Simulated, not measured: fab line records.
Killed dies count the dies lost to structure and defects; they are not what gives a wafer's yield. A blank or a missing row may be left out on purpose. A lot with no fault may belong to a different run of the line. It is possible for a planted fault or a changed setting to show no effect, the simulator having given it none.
What tool caused it? ; flow n5 finfet ; 10 lots, 29 wafers sampled, at 5 steps of a route of 1938

== WHAT THE GAUGES SHOWED, per wafer ==
N5_BEOL_M8_THK_MEAS_01.
lot;measured;on;M8_ILD_THK (nm)
L135;day 10 06:41;film metro-01;155.2 154.9 156.4
L138;day 11 15:02;film metro-02;152.5 153.8 156.1
L137;day 12 03:36;film metro-02;156.1 158.0 154.9
L140;day 12 17:11;film metro-02;153.8 154.8 155.7
L142;day 14 13:37;film metro-02;151.2 153.8 154.7
L144;day 15 11:05;film metro-01;152.6 155.5 155.2
L149;day 17 04:59;film metro-01;154.8 126.4
L158;day 17 17:52;film metro-01;157.6 157.2 158.6
L143;day 19 02:05;film metro-01;155.0 152.1 156.1
L157;day 19 02:34;film metro-01;155.2 156.9 155.2

== WHAT TOOL EACH LOT RAN ON (gives the tool, then ch and the chambers of the sampled wafers, and finally the start) ==
lot;N5_BEOL_M7_STRIP_80;N5_BEOL_M7_CURE_75;N5_BEOL_M7_SPUTTER_48;N5_BEOL_M8_ILD_DEP_00
L135;rie diel-01 ch 0,2,3, day 10 04:07 or earlier;uv cure-01 ch 1, day 10 04:07;pvd sputter-01, day 10 05:05;pecvd-03 ch 0,1, day 10 06:05
L138;rie diel-01 ch 0,2,3, day 11 12:02 or earlier;uv cure-01 ch 1, day 11 12:02;pvd sputter-02, day 11 12:59;pecvd-02 ch 0,2, day 11 13:59
L137;rie diel-01 ch 0,1,3, day 11 23:32 or earlier;uv cure-03 ch 1, day 11 23:32;pvd sputter-02, day 12 02:01;pecvd-03 ch 0,1,2, day 12 03:02
L140;rie diel-01 ch 0,2,3, day 12 14:35 or earlier;uv cure-01 ch 2, day 12 14:35;pvd sputter-01, day 12 15:36;pecvd-02 ch 1,2, day 12 16:35
L142;rie diel-01 ch 1,2,3, day 14 11:02 or earlier;uv cure-03 ch 1, day 14 11:02;pvd sputter-03, day 14 12:02;pecvd-02 ch 0,1,2, day 14 13:02
L144;rie diel-03 ch 0,1,3, day 15 06:42 or earlier;uv cure-01 ch 0, day 15 06:42;pvd sputter-03, day 15 09:28;pecvd-02 ch 0,1, day 15 10:29
L149;rie diel-06 ch 2,3, day 17 00:47 or earlier;uv cure-02 ch 0, day 17 00:47;pvd sputter-03, day 17 03:25;pecvd-02 ch 1, day 17 04:25
L158;rie diel-03 ch 1,2,3, day 17 15:04 or earlier;uv cure-01 ch 2, day 17 15:04;pvd sputter-03, day 17 16:05;pecvd-04 ch 0,1, day 17 17:17
L143;rie diel-01 ch 1,2,3, day 18 20:37 or earlier;uv cure-01 ch 1, day 18 20:37;pvd sputter-01, day 18 23:55;pecvd-04 ch 0,1,2, day 19 01:06
L157;rie diel-06 ch 0,2, day 18 20:58 or earlier;uv cure-02 ch 1, day 18 20:58;pvd sputter-01, day 19 00:30;pecvd-03 ch 0,1,2, day 19 01:31
- N5_BEOL_M7_STRIP_80: strips in N2/H2, time 10 s.
- N5_BEOL_M7_CURE_75: cures SiCOH lowk, time 120 s.
- N5_BEOL_M7_SPUTTER_48: material Cu, target thk 10 nm, time 1.667 s.
- N5_BEOL_M8_ILD_DEP_00: deposits SiCOH lowk from DEMS/porogen, target thk 179.75 nm, time 33.4 s.

== WHAT THE TOOLS THEMSELVES READ (means of the sampled wafers that have a number; where no wafer has one, the mark that the record gives instead) ==
N5_BEOL_M7_STRIP_80.
lot;tool;drypump motor current A (A);oes product au (a.u.);rf vpp V (V);showerhead plenum p Torr (Torr);temp c (C);throttle valve pct (%)
L135;rie diel-01;5.7;0.86;59.0;2.55;40.02;23.67
L138;rie diel-01;5.7;0.86;59.0;2.54;40.10;23.69
L137;rie diel-01;5.7;0.91;59.2;2.59;39.82;23.66
L140;rie diel-01;5.7;0.85;58.6;2.54;40.10;23.70
L142;rie diel-01;5.8;0.85;59.3;2.62;40.09;23.79
L144;rie diel-03;5.8;0.84;58.4;2.50;40.13;23.42
L149;rie diel-06;5.7;0.83;59.1;2.62;40.02;23.34
L158;rie diel-03;5.8;0.81;58.0;2.53;40.09;23.43
L143;rie diel-01;5.8;0.81;59.7;2.61;40.04;23.83
L157;rie diel-06;6.2;0.73;59.0;2.59;39.86;23.70

N5_BEOL_M7_CURE_75.
lot;tool;lamp power pct (%);wafer_temp_C_max
L135;uv cure-01;52.29;371.5
L138;uv cure-01;52.35;371.4
L137;uv cure-03;52.29;371.4
L140;uv cure-01;52.27;371.8
L142;uv cure-03;52.32;371.9
L144;uv cure-01;52.29;372.4
L149;uv cure-02;52.37;370.6
L158;uv cure-01;52.30;371.9
L143;uv cure-01;52.35;371.8
L157;uv cure-02;52.32;372.2

N5_BEOL_M7_SPUTTER_48.
lot;tool;cathode dc power W (W);chuck sensor temp C (C);throttle valve pct (%)
L135;pvd sputter-01;26003;-16.0;28.7
L138;pvd sputter-02;26001;-17.4;30.2
L137;pvd sputter-02;25997;-16.7;30.3
L140;pvd sputter-01;26000;-16.0;30.0
L142;pvd sputter-03;25998;-16.0;28.8
L144;pvd sputter-03;26002;-15.8;28.6
L149;pvd sputter-03;25996;-16.1;29.3
L158;pvd sputter-03;26003;-16.0;28.6
L143;pvd sputter-01;25999;-15.6;30.5
L157;pvd sputter-01;26004;-15.8;29.3

N5_BEOL_M8_ILD_DEP_00.
lot;tool;heater power w (W);showerhead plenum p Torr (Torr);throttle valve pct (%)
L135;pecvd-03;278;5.722;14.2
L138;pecvd-02;315;5.735;13.8
L137;pecvd-03;311;5.738;13.7
L140;pecvd-02;248;5.731;13.5
L142;pecvd-02;292;5.733;13.8
L144;pecvd-02;316;5.742;14.0
L149;pecvd-02;228;5.745;13.5
L158;pecvd-04;252;5.742;13.8
L143;pecvd-04;244;5.734;13.9
L157;pecvd-03;310;5.731;13.8

== THE ANSWER, worked out from the rows above alone ==
Rule: the lots themselves supply what counts as usual. Put in order of their means at a reading, lots are off if they are a third of the lots or fewer, leave a main group of 4 or more, and stand apart from it by a gap of 3 or more times the standard deviation of the main group's means; of several such gaps the widest counts. Not used: any main group whose means are identical at the precision the tables above print for the reading. Also off: a lot with no number at a reading for which 4 or more lots have one. Any other lot the step has rows for is counted as sound. Order of review: gauges by route order, followed by the tools' own readings, for which a lot's mean as printed above is used. The first step at which some lot is off is used, and at that step the reading that is off furthest; a lot without a number counts as furthest.
Off: L149, seen at N5_BEOL_M8_THK_MEAS_01 (M8_ILD_THK). Main group: mean 155.2 nm, sd 1.3.
A tool fits if, at a process step before that reading, it ran every lot that is off, and no sound lot after the first of them. The gauges at N5_BEOL_M8_THK_MEAS_01 aren't tried: what is off there is off at N5_BEOL_M7_STRIP_80 too, on other tools, and a gauge's error can't cause that. N5_BEOL_M7_STRIP_80: start missing for some lots; hours and lot order therefore follow N5_BEOL_M7_CURE_75. One candidate fits, namely pecvd-02 at N5_BEOL_M8_ILD_DEP_00. Its last sound lot is L144 (day 15 10:29), its first lot that is off L149 (day 17 04:25): a fault that began between those two fits.

== WHAT THE SIMULATOR HAD PUT IN ==
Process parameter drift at N5_BEOL_M8_ILD_DEP_00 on pecvd-02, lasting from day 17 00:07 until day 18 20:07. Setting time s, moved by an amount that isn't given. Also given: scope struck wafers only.
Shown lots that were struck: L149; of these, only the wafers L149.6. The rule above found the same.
